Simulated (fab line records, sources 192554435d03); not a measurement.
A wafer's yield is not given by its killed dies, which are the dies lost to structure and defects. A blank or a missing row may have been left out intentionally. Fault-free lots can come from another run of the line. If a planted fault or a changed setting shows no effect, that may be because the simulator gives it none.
Chamber matching | flow n5Finfet | rieDiel-03 running N5_PMOS_HMC_CHANNEL_EPI_STRIP_33: 4 sister chambers
The step strips in N2/H2. 15 wafers are shown with their chamber, then 7 later ones without.

== WAFERS WITH THEIR CHAMBER ==
wafer  | chamber | drypumpMotorCurrentA (A) | throttleValvePct (%) | oesProductAu (a.u.)
L781.1 | 1       | 6.5                      | 18.4                 | 0.80
L781.4 | 2       | 5.4                      | 18.8                 | 0.71
L781.5 | 1       | 6.5                      | 18.4                 | 0.80
L783.1 | 2       | 5.4                      | 18.9                 | 0.72
L783.4 | 2       | 5.4                      | 18.9                 | 0.72
L783.6 | 3       | 4.9                      | 19.4                 | 0.78
L786.2 | 2       | 5.4                      | 18.9                 | 0.71
L786.4 | 3       | 4.9                      | 19.4                 | 0.76
L786.5 | 3       | 4.9                      | 19.4                 | 0.77
L792.1 | 1       | 6.4                      | 18.4                 | 0.80
L792.2 | 3       | 5.0                      | 19.5                 | 0.76
L792.6 | 2       | 5.4                      | 18.9                 | 0.69
L793.2 | 2       | 5.4                      | 18.9                 | 0.70
L793.6 | 0       | 6.0                      | 19.5                 | 0.94
L795.1 | 2       | 5.4                      | 18.9                 | 0.69

SIGNATURES (averages over the wafers above)
reading              | chamber 0 | chamber 1 | chamber 2 | chamber 3 | scatter within a chamber
drypumpMotorCurrentA | 6.000     | 6.467     | 5.400     | 4.925     | 0.0359
throttleValvePct     | 19.500    | 18.400    | 18.886    | 19.425    | 0.0382
oesProductAu         | 0.9400    | 0.8000    | 0.7057    | 0.7675    | 0.0106
Rule: a wafer's distance from a chamber is the root of the sum, over the readings, of the square of ((its reading less the chamber's mean) divided by the reading's scatter). If the next closest chamber is less than 2 further off than the closest, the wafer can't be placed; otherwise it belongs to the closest. The scatter is the square root of a quotient: the sum, over the shown wafers, of each reading's squared deviation from its chamber's mean, divided by wafers minus chambers.

== WAFERS MISSING THEIR CHAMBER ==
wafer  | drypumpMotorCurrentA (A) | throttleValvePct (%) | oesProductAu (a.u.)
L795.4 | 6.0                      | 19.5                 | 0.90
L795.5 | 5.4                      | 18.9                 | 0.69
L797.1 | 5.4                      | 18.9                 | 0.69
L797.6 | 4.9                      | 19.5                 | 0.75
L801.1 | 4.9                      | 19.5                 | 0.75
L801.4 | 6.5                      | 18.5                 | 0.77
L801.6 | 4.9                      | 19.5                 | 0.76

== WHICH CHAMBER EACH ONE RAN IN ==
wafer  | from the rows above | in truth
L795.4 | 0                   | 0
L795.5 | 2                   | 2
L797.1 | 2                   | 2
L797.6 | 3                   | 3
L801.1 | 3                   | 3
L801.4 | 1                   | 1
L801.6 | 3                   | 3
Placed correctly: 7 of 7. From these rows, 0 cannot be placed. Wrongly placed: 0.
